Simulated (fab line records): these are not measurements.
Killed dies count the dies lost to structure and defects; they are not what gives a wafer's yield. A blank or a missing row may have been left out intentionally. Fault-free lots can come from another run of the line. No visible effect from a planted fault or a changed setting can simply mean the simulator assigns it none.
Chamber matching ; flow n5-finfet ; 4 sister chambers for N5_BEOL_M13_DESCUM_15 on rie-diel-03
The step chemistry O2, time 7.9 s. 22 wafers are shown with their chamber, then 11 later ones without.

## EACH WAFER AND ITS CHAMBER
wafer;chamber;drypump-motor-current-A (A);throttle-valve-pct (%);showerhead-plenum-p-Torr (Torr)
L075.2;1;5.7;20.50;2.14
L075.3;2;5.7;20.37;2.04
L075.5;0;6.2;20.54;2.16
L076.1;3;6.3;20.02;2.14
L076.2;0;6.2;20.53;2.15
L076.5;3;6.3;20.04;2.14
L081.2;2;5.7;20.37;2.04
L081.5;0;6.2;20.54;2.15
L081.6;3;6.4;20.03;2.14
L082.1;1;5.7;20.49;2.14
L082.5;1;5.7;20.51;2.14
L082.6;0;6.2;20.55;2.15
L084.1;3;6.3;20.04;2.14
L084.3;1;5.7;20.50;2.13
L084.6;0;6.2;20.56;2.15
L085.1;1;5.7;20.50;2.13
L085.3;0;6.2;20.57;2.15
L085.6;1;5.8;20.49;2.13
L088.1;2;5.7;20.42;2.03
L088.2;3;6.3;20.07;2.13
L088.3;1;5.8;20.53;2.13
L088.4;0;6.2;20.58;2.15

SIGNATURES (means of the wafers above)
reading;chamber 0;chamber 1;chamber 2;chamber 3;scatter within a chamber
drypump-motor-current-A;6.200;5.729;5.700;6.320;0.0352
throttle-valve-pct;20.5529;20.5029;20.3867;20.0400;0.0185
showerhead-plenum-p-Torr;2.1514;2.1343;2.0367;2.1380;0.00474
Rule: for each reading, subtract the chamber's mean from the wafer's reading, divide by that reading's scatter and square the result; add these up over the readings and take the root, which gives the wafer's distance from the chamber. If the next closest chamber is less than 2 further off than the closest, the wafer can't be placed; otherwise it belongs to the closest. How the scatter is found: for the shown wafers, subtract from each reading the mean of its chamber, square and add these, divide the total by (wafers less chambers), then take the root.

## WAFERS WITH NO CHAMBER GIVEN
wafer;drypump-motor-current-A (A);throttle-valve-pct (%);showerhead-plenum-p-Torr (Torr)
L088.5;6.3;20.07;2.13
L088.6;5.7;20.42;2.03
L089.1;6.3;20.05;2.13
L089.3;5.7;20.52;2.13
L089.5;5.7;20.51;2.13
L095.1;6.3;20.08;2.13
L095.4;5.7;20.44;2.03
L095.5;6.3;20.09;2.13
L097.4;5.7;20.44;2.02
L097.5;5.7;20.43;2.02
L097.6;6.3;20.09;2.13

## EACH ONE'S CHAMBER
wafer;from the rows above;in truth
L088.5;3;3
L088.6;2;2
L089.1;3;3
L089.3;1;1
L089.5;1;1
L095.1;3;3
L095.4;2;2
L095.5;3;3
L097.4;2;2
L097.5;2;2
L097.6;3;3
Correctly placed: 11 of 11. Not placeable from these rows: 0. Placed wrongly: 0.
